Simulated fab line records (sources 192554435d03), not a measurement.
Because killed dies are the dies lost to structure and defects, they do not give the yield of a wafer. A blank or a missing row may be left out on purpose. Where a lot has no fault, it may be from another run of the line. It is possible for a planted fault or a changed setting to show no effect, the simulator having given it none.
fab line records | flow n5-finfet
[record] lots = 4 | wafers = 12 | last-day = 16
route steps=1938 shown BEOL_M0_CUTY@704 BEOL_M0@715 BEOL_M4@1111 PASSIVATION@1936
lots that met no fault: taken from a fault-free run of the same line
start-h: the number of hours between the record's first day and the start of the first shown wafer of the lot | wait-h: hours elapsed since this lot's preceding step | " as in the row above | L1.1+2: several wafers, shown together as one row | - value missing, or start not given | * or withheld: withheld | < > ~ a bound
route shown NAME@n: names a module that has steps shown in the file, with the first one's number in the route | usual: mean/standard deviation taken from wafers without a fault | same: alike in all rows | chamber/n: place in a boat | sites: per-site readings | _std_site: the standard deviation of these | _edge_site: mean of outer sites minus mean of inner sites | radius-mm: how far each site lies from the wafer's centre | mask NAME#n: copy n | behind: the tool/chamber that last shaped the wafer | hold: what put the lot on hold/how long, in hours/how the hold closed | device: the n, p or np transistor that did not switch | end of line: tests of these same wafers at the route's end | for a step that has no rows: nothing shown but its recipe | killed: at the first sort, the dies lost to defects and structure; wafer yield is something else | map: shows each die of a wafer: x if killed, . if not, _ if none is there
set.NAME: the setting that was run; set.NAME@STEP: the one run at that earlier step | model.NAME: the simulator's own value behind a step, which no gauge read
certain route steps with their lots: each step a table, each wafer a row
services: when a tool's chamber went out of use (start-h, in hours from the record's first day, below 0 if earlier), for how many hours, and the reason
[[steps]]
[step N5_BEOL_M0_CUTY_SOFTBAKE_53]
[recipe] temp-c = 110 | time-s = 60 | resist = CAR-ArF-block
[step N5_BEOL_M0_CUTY_EXPOSE_54]
[recipe] mask-id = M0_ABLK | na = 1.35 | source-shape = conventional | sigma-outer = 0.8 | polarization = unpolarized | dose-mj = 36
[step N5_BEOL_M0_CUTY_PEB_55]
[recipe] peb-temp-c = 110 | peb-time-s = 60 | resist = CAR-ArF-block
[step N5_BEOL_M0_CUTY_DEVELOP_56]
[recipe] develop-time-s = 30 | developer = TMAH | resist = CAR-ArF-block | rinse-liquid = diw | dry = air-spin | dev-temp-c = 23
[step N5_BEOL_M0_CUTY_DESCUM_61]
[recipe] chemistry = O2 | time-s = 7.9 | source-power-w = 50 | bias-power-w = 20 | pressure-mtorr = 20 | rf-frequency-hz = 2.712e+07 | temp-c = 40 | resist = CAR-ArF-block | o2-flow-sccm = 225
[step N5_BEOL_M0_CUTY_ETCH_62]
[recipe] chemistry = CF4 | target = SiARC | mask-material = CAR-ArF-block | time-s = 58.5 | ion-energy-ev = 80 | pressure-mtorr = 40 | source-w = 545 | bias-w = 36 | Ar_flow_sccm = 100 | cf4-flow-sccm = 100 | ends = cleared
[step N5_BEOL_M0_CUTY_ETCH_63]
[recipe] chemistry = N2/H2 | target = SOC | target-depth-a = 827 | overetch-a = 165 | mask-material = SiARC | temp-c = 40 | ion-energy-ev = 200 | time-s = 124 | pressure-mtorr = 30 | source-w = 840 | bias-w = 150 | n2-flow-sccm = 200 | h2-flow-sccm = 200
[step N5_BEOL_M0_CUTY_STRIP_64]
[recipe] chemistry = N2/H2 | temp-c = 40 | n2-flow-sccm = 200 | h2-flow-sccm = 200 | rf-frequency-hz = 6e+07
[step N5_BEOL_M0_ETCH_138]
[recipe] chemistry = CH3F/O2 | target-depth-a = 120 | target = SiCN | time-s = 31.6 | ion-energy-ev = 120 | pressure-mtorr = 30 | source-w = 395 | bias-w = 75 | Ar_flow_sccm = 150 | CH3F_flow_sccm = 30 | O2_flow_sccm = 20 | ends = cleared
[step N5_BEOL_M0_HM_OPEN_105]
[recipe] chemistry = Cl2/BCl3 | target-depth-a = 120 | target = TiN | ion-energy-ev = 150 | pressure-mtorr = 10 | icp-w = 1000 | bias-w = 126 | Cl2_flow_sccm = 53.25 | bcl3-flow-sccm = 21.75 | Ar_flow_sccm = 25
[usual] bcl3-flow-sccm = 21.76/0.068 | bias-w = 126.1/0.32 | chamber-pressure-mTorr = 9.999/0.009 | drypump-motor-current-A = 5.7/0.33 | oes-product-au = 0.81/0.12 | rf-fwd-power-W = 996/3.1 | throttle-valve-pct = 21.98/0.16
lot.wafer | tool         | chamber | start-h | wait-h | bcl3-flow-sccm | bias-w | chamber-pressure-mTorr | drypump-motor-current-A | oes-product-au | rf-fwd-power-W | rf-hours-counter-h | throttle-valve-pct | model.SiO2_of_BEOL_M0_SAQP_SPACER2_ALD_26.thk-nm
L225.1    | rie-metal-01 | 0       | 139.48  | 3.7    | -              | -      | -                      | -                       | -              | -              | -                  | -                  | 5.2
L225.2    | "            | 1       | "       | "      | -              | -      | -                      | -                       | -              | -              | -                  | -                  | 5.2
L225.5    | "            | 0       | "       | "      | -              | -      | -                      | -                       | -              | -              | -                  | -                  | 5
L226.1    | rie-metal-03 | 1       | 139.74  | 1.3    | -              | -      | -                      | -                       | -              | -              | -                  | -                  | 5
L226.5    | "            | 1       | "       | "      | -              | -      | -                      | -                       | -              | -              | -                  | -                  | 5.2
L226.6    | "            | 0       | "       | "      | -              | -      | -                      | -                       | -              | -              | -                  | -                  | 5
L231.2    | rie-metal-01 | 1       | 176.55  | 1.5    | 21.85          | 126.1  | 10.009                 | 6.3                     | 0.64           | 998            | 103                | 21.89              | 2.8
L231.3    | "            | 0       | "       | "      | 21.76          | 126.4  | 9.993                  | 6.1                     | 0.93           | 998            | -                  | 21.77              | 2.8
L231.6    | "            | 0       | "       | "      | 21.66          | 125.9  | 10.006                 | 6.2                     | 0.93           | 997            | -                  | 21.76              | 2.8
L235.3    | rie-metal-03 | 1       | 200.98  | 0.3    | 21.82          | 126.3  | 10.012                 | 5.6                     | 0.87           | 992            | -                  | 21.86              | 2.6
L235.4    | "            | 0       | "       | "      | 21.90          | 126.0  | 10.008                 | 5.4                     | 0.75           | 1001           | -                  | 22.11              | 2.6
L235.5    | "            | 0       | "       | "      | 21.84          | 125.9  | 10.007                 | 5.5                     | 0.75           | 994            | -                  | 22.12              | 2.6
[step N5_BEOL_M0_STRIP_140]
[recipe] chemistry = CF4 | resist = SiARC | power-w = 300 | bias-power-w = 75 | pressure-mtorr = 50 | cf4-flow-sccm = 150 | rf-frequency-hz = 6e+07
[step N5_BEOL_M0_STRIP_104]
[recipe] chemistry = N2/H2 | power-w = 450 | temp-c = 40 | pressure-mtorr = 20 | rf-frequency-hz = 6e+07 | overash-fraction = 0.3 | bias-power-w = 7 | h2-frac = 0.5 | n2-flow-sccm = 200 | h2-flow-sccm = 200
[step N5_BEOL_M0_WET_ETCH_106]
[recipe] chemistry = DHF | dilution = 10:1 | temp-c = 25 | target = SiO2 | target-depth-a = 1300 | dry = ipa-marangoni | rinse-time-s = 30 | rinse-temp-c = 23
[step N5_BEOL_M0_ETCH_128]
[recipe] chemistry = CF4/N2 | target-depth-a = 120 | overetch-a = 51 | target = SiCN | time-s = 21.4 | ion-energy-ev = 150 | pressure-mtorr = 40 | source-w = 430 | bias-w = 70 | Ar_flow_sccm = 100 | cf4-flow-sccm = 60 | n2-flow-sccm = 60
[usual] bias-w = 70.02/0.22 | chamber-pressure-mTorr = 40.00/0.033 | drypump-motor-current-A = 5.8/0.39 | oes-product-au = 0.54/0.05 | rf-fwd-power-W = 425.4/1.6 | rf-vpp-V = 381.9/1.9 | showerhead-plenum-p-Torr = 2.19/0.071 | throttle-valve-pct = 15.46/0.26
lot.wafer | tool        | chamber | start-h | wait-h | bias-w | chamber-pressure-mTorr | drypump-motor-current-A | oes-product-au | rf-fwd-power-W | rf-hours-counter-h | rf-vpp-V | showerhead-plenum-p-Torr | throttle-valve-pct
L225.1    | rie-diel-03 | 3       | 139.89  | 0.1    | 70.33  | 39.98                  | 5.9                     | 0.29           | 424.2          | 149                | 380.2    | 2.13                     | 15.60
L225.2    | "           | 2       | "       | "      | 69.99  | 39.98                  | 5.5                     | 0.29           | 425.7          | 130                | 386.3    | 2.30                     | 15.71
L225.5    | "           | 0       | "       | "      | 69.67  | 40.04                  | 5.1                     | 0.26           | 425.7          | -                  | 382.5    | 2.17                     | 15.72
L226.1    | rie-diel-03 | 0       | 140.43  | 0.2    | 69.60  | 40.01                  | 5.1                     | 0.26           | 425.5          | 251                | 382.7    | 2.17                     | 15.72
L226.5    | "           | 2       | "       | "      | 70.22  | 39.94                  | 5.5                     | 0.30           | 427.2          | -                  | 385.4    | 2.30                     | 15.71
L226.6    | "           | 3       | "       | "      | 69.91  | 39.94                  | 5.9                     | 0.29           | 424.7          | -                  | 379.9    | 2.13                     | 15.60
L231.2    | rie-diel-01 | 1       | 176.93  | 0.0    | 70.28  | 39.99                  | 6.0                     | 0.47           | 425.7          | 229                | 382.0    | 2.18                     | 15.55
L231.3    | "           | 0       | "       | "      | 70.25  | 40.01                  | 6.0                     | 0.56           | 424.1          | 96                 | 379.1    | 2.13                     | 15.08
L231.6    | "           | 1       | "       | "      | 70.12  | 40.02                  | 5.9                     | 0.47           | 423.8          | -                  | 382.4    | 2.18                     | 15.53
L235.3    | rie-diel-04 | 0       | 201.25  | 0.0    | 70.42  | 40.02                  | 5.5                     | 0.58           | 426.1          | 82                 | 382.4    | 2.15                     | 15.12
L235.4    | "           | 1       | "       | "      | 69.98  | 39.98                  | 6.2                     | 0.59           | 423.0          | 45                 | 384.5    | 2.34                     | 15.37
L235.5    | "           | 0       | "       | "      | 70.45  | 39.98                  | 5.5                     | 0.58           | 425.9          | -                  | 381.1    | 2.15                     | 15.12
[step N5_BEOL_M0_TRENCH_ETCH_107]
[recipe] chemistry = C4F6/O2 | target-depth-a = 328 | target = SiOC | time-s = 16.4 | ion-energy-ev = 250 | pressure-mtorr = 30 | source-w = 355 | bias-w = 185 | Ar_flow_sccm = 300 | C4F6_flow_sccm = 10 | O2_flow_sccm = 10
[step N5_BEOL_M0_STRIP_142]
[recipe] chemistry = N2/H2 | time-s = 10 | power-w = 450 | temp-c = 40 | pressure-mtorr = 20 | rf-frequency-hz = 6e+07 | bias-power-w = 7 | n2-flow-sccm = 200 | h2-flow-sccm = 200
[step N5_BEOL_M0_OCD_MEAS_108]
[usual] trench-depth-nm = 32.9/0.56
lot.wafer | tool   | chamber | start-h | wait-h | trench-depth-nm
L225.1    | ocd-02 | -       | 140.03  | 0.1    | 0
L225.2    | "      | -       | "       | "      | 0
L225.5    | "      | -       | "       | "      | 0
L226.1    | ocd-02 | -       | 140.57  | 0.1    | 0.0
L226.5    | "      | -       | "       | "      | 0.1
L226.6    | "      | -       | "       | "      | 0.0
L231.2    | ocd-02 | -       | 177.08  | 0.1    | 33.1
L231.3    | "      | -       | "       | "      | 32.5
L231.6    | "      | -       | "       | "      | 32.5
L235.3    | ocd-01 | -       | 201.40  | 0.1    | 33.5
L235.4    | "      | -       | "       | "      | 32.9
L235.5    | "      | -       | "       | "      | 33.2
[step N5_BEOL_M0_HM_STRIP_129]
[recipe] chemistry = peroxide-tin-strip | material = TiN | target-depth-a = 170 | temp-c = 50 | time-s = 108
[step N5_BEOL_M4_RC_MEAS_101]
[usual] DIBL_N = 36.3/1.6 | DIBL_P = 36.5/1.6 | IOFF_N = 0.163/0.026 | IOFF_P = 0.22/0.033 | ION_N = 676/9.9 | ION_P = 464/6.5 | SS_N = 71.5/0.5 | SS_P = 73.3/0.64 | VT_N = 249.3/2.9 | VT_P = -250/3.2
lot.wafer | tool      | chamber | start-h | wait-h | DIBL_N[mV/V] | DIBL_P[mV/V] | IOFF_N[nA/um] | IOFF_P[nA/um] | ION_N[uA/um] | ION_P[uA/um] | SS_N[mV/dec] | SS_P[mV/dec] | VT_N[mV] | VT_P[mV]
L231.2    | prober-02 | 0       | 254.54  | 0.2    | 35.6         | 35.8         | 0.148         | 0.21          | 676          | 454          | 72.2         | 73.1         | 248.0    | -250
L231.3    | "         | 0       | "       | "      | 35.1         | 35.2         | 0.147         | 0.20          | 685          | 475          | 71.0         | 73.3         | 250.1    | -250
L231.6    | "         | 0       | "       | "      | 37.0         | 37.3         | 0.172         | 0.23          | 678          | 465          | 71.0         | 73.6         | 248.6    | -249
L235.3    | prober-02 | 0       | 271.06  | 0.3    | 38.8         | 38.6         | 0.221         | 0.25          | 688          | 465          | 72.2         | 73.3         | 246.4    | -249
L235.4    | "         | 0       | "       | "      | 36.6         | 36.2         | 0.177         | 0.21          | 673          | 457          | 72.2         | 73.1         | 248.0    | -252
L235.5    | "         | 0       | "       | "      | 37.1         | 36.6         | 0.181         | 0.21          | 685          | 461          | 71.1         | 73.8         | 247.4    | -251
[step N5_PASSIVATION_PROBE_49]
[usual] defect-limited-yield = 91.2/1.5 | killed_at_M0_to_M3 = 32/9.6 | killed_at_M4_up = 13/5.3 | killed-at-contacts = 13/6.7 | killed-at-front-end = 42/11 | killed-at-other = 3.8/2.9 | killed-dies = 103/17 | killed-on-rim = 14/4.4 | killed-open = 67/13 | killed-short = 35/7.9 | sort_bin_5_function = 5.2/0.94 | sort_bin_6_memory = 3.3/0.64 | sort-n-pass = 1077/17 | sort-yield-pct = 91.2/1.5
[same] gross-dies = 1180 | killed-at-back-side = 0 | sort_bin_4_leakage[%] = 0 | sort_bin_8_speed[%] = 0
lot.wafer | tool      | chamber | start-h | wait-h | defect-limited-yield[%] | killed_at_M0_to_M3 | killed_at_M4_up | killed-at-contacts | killed-at-front-end | killed-at-other | killed-dies | killed-on-rim | killed-open | killed-short | sort_bin_5_function[%] | sort_bin_6_memory[%] | sort-n-pass | sort-yield-pct[%]
L226.1    | prober-02 | -       | 318.14  | 0.0    | 0                       | 1098               | 22              | 8                  | 52                  | 0               | 1180        | 152           | 76          | 39           | 96.4                   | 2.9                  | 0           | 0
L226.5    | prober-02 | -       | 318.34  | 0.2    | 0                       | 1095               | 10              | 20                 | 53                  | 2               | 1180        | 152           | 79          | 46           | 95.5                   | 4.0                  | 0           | 0
L226.6    | prober-02 | -       | 318.39  | 0.3    | 0                       | 1080               | 20              | 12                 | 67                  | 1               | 1180        | 152           | 88          | 42           | 94.8                   | 4.7                  | 0           | 0
L225.1    | prober-01 | -       | 318.37  | 0.0    | 0                       | 1124               | 15              | 13                 | 27                  | 1               | 1180        | 152           | 58          | 24           | 97.1                   | 2.4                  | 0           | 0
L225.2    | prober-01 | -       | 318.42  | 0.1    | 0                       | 1117               | 5               | 12                 | 38                  | 8               | 1180        | 152           | 56          | 35           | 97.1                   | 2.6                  | 0           | 0
L225.5    | prober-01 | -       | 318.57  | 0.2    | 0                       | 1139               | 8               | 9                  | 21                  | 3               | 1180        | 152           | 53          | 23           | 97.2                   | 2.5                  | 0           | 0
// killed by level:class
L226.1 BEOL_M0:area-open=1064 DUMMY_GATE:geometric-particle:open=12 BEOL_M2:geometric-particle:open=10 FIN_SAQP:geometric-particle:open=9 FIN_SAQP:geometric-particle:short=9 BEOL_M0_SAQP:geometric-particle:short=9 BEOL_M4:geometric-particle:open=9 STI_FIN_REVEAL:geometric-particle:open=7
L226.5 BEOL_M0:area-open=1055 FIN_SAQP:geometric-particle:short=17 FIN_SAQP:geometric-particle:open=15 MOL_CONTACT_COAG:geometric-particle:open=15 BEOL_M0_SAQP:geometric-particle:short=9 BEOL_M2:geometric-particle:open=9 BEOL_M0_SAQP:geometric-particle:open=8 STI_FIN_REVEAL:geometric-particle:open=7
L225.1 BEOL_M0:area-open=1095 MOL_CONTACT_COAG:geometric-particle:open=11 FIN_SAQP:geometric-particle:open=7 GATE_CUT:geometric-particle:short=6 BEOL_M3:geometric-particle:open=6 BEOL_M2:geometric-particle:open=5 BEOL_M0_SAQP:geometric-particle:open=4 DUMMY_GATE:geometric-particle:open=3
L226.6 BEOL_M0:area-open=1049 FIN_SAQP:geometric-particle:open=21 FIN_SAQP:geometric-particle:short=11 BEOL_M3:geometric-particle:open=10 STI_FIN_REVEAL:geometric-particle:open=9 MOL_CONTACT_COAG:geometric-particle:open=9 BEOL_M0_SAQP:geometric-particle:short=7 BEOL_M0_SAQP:geometric-particle:open=7
L225.2 BEOL_M0:area-open=1088 FIN_SAQP:geometric-particle:open=11 MOL_CONTACT_COAG:geometric-particle:open=11 FIN_SAQP:geometric-particle:short=8 BEOL_M0:geometric-particle:open=5 BEOL_M3:geometric-particle:open=5 STARTING-WAFER:geometric-particle:open=5 BEOL_M1:geometric-particle:short=4
L225.5 BEOL_M0:area-open=1104 FIN_SAQP:geometric-particle:open=9 BEOL_M1:geometric-particle:open=9 BEOL_M2:geometric-particle:open=9 BEOL_M0_SAQP:geometric-particle:open=6 MOL_CONTACT_COAG:geometric-particle:open=5 BEOL_M0_SAQP:geometric-particle:short=5 MOL_CONTACT_COAG:geometric-particle:short=4
// map L225.1 (x killed, . not)
_________________xxxxxxxxxxxx________________
______________xxxxxxxxxxxxxxxxxx_____________
___________xxxxxxxxxxxxxxxxxxxxxxxx__________
__________xxxxxxxxxxxxxxxxxxxxxxxxxx_________
________xxxxxxxxxxxxxxxxxxxxxxxxxxxxxx_______
_______xxxxxxxxxxxxxxxxxxxxxxxxxxxxxxxx______
______xxxxxxxxxxxxxxxxxxxxxxxxxxxxxxxxxx_____
_____xxxxxxxxxxxxxxxxxxxxxxxxxxxxxxxxxxxx____
____xxxxxxxxxxxxxxxxxxxxxxxxxxxxxxxxxxxxxx___
___xxxxxxxxxxxxxxxxxxxxxxxxxxxxxxxxxxxxxxxx__
___xxxxxxxxxxxxxxxxxxxxxxxxxxxxxxxxxxxxxxxx__
__xxxxxxxxxxxxxxxxxxxxxxxxxxxxxxxxxxxxxxxxxx_
__xxxxxxxxxxxxxxxxxxxxxxxxxxxxxxxxxxxxxxxxxx_
_xxxxxxxxxxxxxxxxxxxxxxxxxxxxxxxxxxxxxxxxxxxx
_xxxxxxxxxxxxxxxxxxxxxxxxxxxxxxxxxxxxxxxxxxxx
_xxxxxxxxxxxxxxxxxxxxxxxxxxxxxxxxxxxxxxxxxxxx
_xxxxxxxxxxxxxxxxxxxxxxxxxxxxxxxxxxxxxxxxxxxx
_xxxxxxxxxxxxxxxxxxxxxxxxxxxxxxxxxxxxxxxxxxxx
_xxxxxxxxxxxxxxxxxxxxxxxxxxxxxxxxxxxxxxxxxxxx
_xxxxxxxxxxxxxxxxxxxxxxxxxxxxxxxxxxxxxxxxxxxx
_xxxxxxxxxxxxxxxxxxxxxxxxxxxxxxxxxxxxxxxxxxxx
__xxxxxxxxxxxxxxxxxxxxxxxxxxxxxxxxxxxxxxxxxx_
__xxxxxxxxxxxxxxxxxxxxxxxxxxxxxxxxxxxxxxxxxx_
___xxxxxxxxxxxxxxxxxxxxxxxxxxxxxxxxxxxxxxxx__
___xxxxxxxxxxxxxxxxxxxxxxxxxxxxxxxxxxxxxxxx__
____xxxxxxxxxxxxxxxxxxxxxxxxxxxxxxxxxxxxxx___
_____xxxxxxxxxxxxxxxxxxxxxxxxxxxxxxxxxxxx____
______xxxxxxxxxxxxxxxxxxxxxxxxxxxxxxxxxx_____
_______xxxxxxxxxxxxxxxxxxxxxxxxxxxxxxxx______
________xxxxxxxxxxxxxxxxxxxxxxxxxxxxxx_______
__________xxxxxxxxxxxxxxxxxxxxxxxxxx_________
___________xxxxxxxxxxxxxxxxxxxxxxxx__________
______________xxxxxxxxxxxxxxxxxx_____________
_________________xxxxxxxxxxxx________________
// map L226.1 (x killed, . not)
_________________xxxxxxxxxxxx________________
______________xxxxxxxxxxxxxxxxxx_____________
___________xxxxxxxxxxxxxxxxxxxxxxxx__________
__________xxxxxxxxxxxxxxxxxxxxxxxxxx_________
________xxxxxxxxxxxxxxxxxxxxxxxxxxxxxx_______
_______xxxxxxxxxxxxxxxxxxxxxxxxxxxxxxxx______
______xxxxxxxxxxxxxxxxxxxxxxxxxxxxxxxxxx_____
_____xxxxxxxxxxxxxxxxxxxxxxxxxxxxxxxxxxxx____
____xxxxxxxxxxxxxxxxxxxxxxxxxxxxxxxxxxxxxx___
___xxxxxxxxxxxxxxxxxxxxxxxxxxxxxxxxxxxxxxxx__
___xxxxxxxxxxxxxxxxxxxxxxxxxxxxxxxxxxxxxxxx__
__xxxxxxxxxxxxxxxxxxxxxxxxxxxxxxxxxxxxxxxxxx_
__xxxxxxxxxxxxxxxxxxxxxxxxxxxxxxxxxxxxxxxxxx_
_xxxxxxxxxxxxxxxxxxxxxxxxxxxxxxxxxxxxxxxxxxxx
_xxxxxxxxxxxxxxxxxxxxxxxxxxxxxxxxxxxxxxxxxxxx
_xxxxxxxxxxxxxxxxxxxxxxxxxxxxxxxxxxxxxxxxxxxx
_xxxxxxxxxxxxxxxxxxxxxxxxxxxxxxxxxxxxxxxxxxxx
_xxxxxxxxxxxxxxxxxxxxxxxxxxxxxxxxxxxxxxxxxxxx
_xxxxxxxxxxxxxxxxxxxxxxxxxxxxxxxxxxxxxxxxxxxx
_xxxxxxxxxxxxxxxxxxxxxxxxxxxxxxxxxxxxxxxxxxxx
_xxxxxxxxxxxxxxxxxxxxxxxxxxxxxxxxxxxxxxxxxxxx
__xxxxxxxxxxxxxxxxxxxxxxxxxxxxxxxxxxxxxxxxxx_
__xxxxxxxxxxxxxxxxxxxxxxxxxxxxxxxxxxxxxxxxxx_
___xxxxxxxxxxxxxxxxxxxxxxxxxxxxxxxxxxxxxxxx__
___xxxxxxxxxxxxxxxxxxxxxxxxxxxxxxxxxxxxxxxx__
____xxxxxxxxxxxxxxxxxxxxxxxxxxxxxxxxxxxxxx___
_____xxxxxxxxxxxxxxxxxxxxxxxxxxxxxxxxxxxx____
______xxxxxxxxxxxxxxxxxxxxxxxxxxxxxxxxxx_____
_______xxxxxxxxxxxxxxxxxxxxxxxxxxxxxxxx______
________xxxxxxxxxxxxxxxxxxxxxxxxxxxxxx_______
__________xxxxxxxxxxxxxxxxxxxxxxxxxx_________
___________xxxxxxxxxxxxxxxxxxxxxxxx__________
______________xxxxxxxxxxxxxxxxxx_____________
_________________xxxxxxxxxxxx________________
[[services]]
tool        | chamber | start-h | hours | kind
rie-diel-03 | 1       | 136.58  | -     | clean
rie-diel-03 | 1       | 136.58  | -     | consumable-replace:focus-ring
rie-diel-03 | 1       | 136.58  | 23.6  | scheduled-down
rie-diel-03 | 1       | 136.58  | 23.6  | vent-cycle
rie-diel-04 | 1       | 154.12  | 31.9  | repair
rie-diel-03 | 0       | 160.31  | -     | clean
rie-diel-03 | 0       | 160.31  | -     | consumable-replace:focus-ring
rie-diel-03 | 0       | 160.31  | 19.5  | scheduled-down
rie-diel-03 | 0       | 160.31  | 19.5  | vent-cycle
[[key]]
[first-sign] step = N5_BEOL_M0_HM_OPEN_105 | reading = tool-record | direction = missing
[effect] step = N5_BEOL_M0_ETCH_128 | reading = oes-product-au | direction = down | sigmas = 5.2 | usual = 0.54 | struck = 0.28
[effect] step = N5_BEOL_M0_OCD_MEAS_108 | reading = trench-depth-nm | direction = down | sigmas = 58 | usual = 32.9 | struck = 0.0
[effect] step = N5_PASSIVATION_PROBE_49 | reading = killed_at_M0_to_M3 | direction = up | sigmas = 99+ | usual = 32 | struck = 1109
[model-effect] step = N5_BEOL_M0_HM_OPEN_105 | value = SiO2_of_BEOL_M0_SAQP_SPACER2_ALD_26.thk-nm | without = 2.667 | struck = 5.1
[more-kills-born-at] N5_BEOL_M0_HM_OPEN_105@rie-metal-01 = 3287 | N5_BEOL_M0_HM_OPEN_105@rie-metal-03 = 3168
met-at N5_BEOL_M0_HM_OPEN_105
struck-wafers L225.1,L225.2,L225.5,L226.1,L226.5,L226.6
later-rows-left-out L225.1,L225.2,L225.5,L226.1,L226.5,L226.6
[fault] kind = skipped-step-whole | tool = rie-metal-01,rie-metal-03 | chamber = - | onset-h = 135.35 | steps = N5_BEOL_M0_HM_OPEN_105 | scope = struck-lots-only
// later-rows-left-out: the simulator's readings of these wafers behind a module that went badly wrong aren't trusted and aren't shown, but for the sort
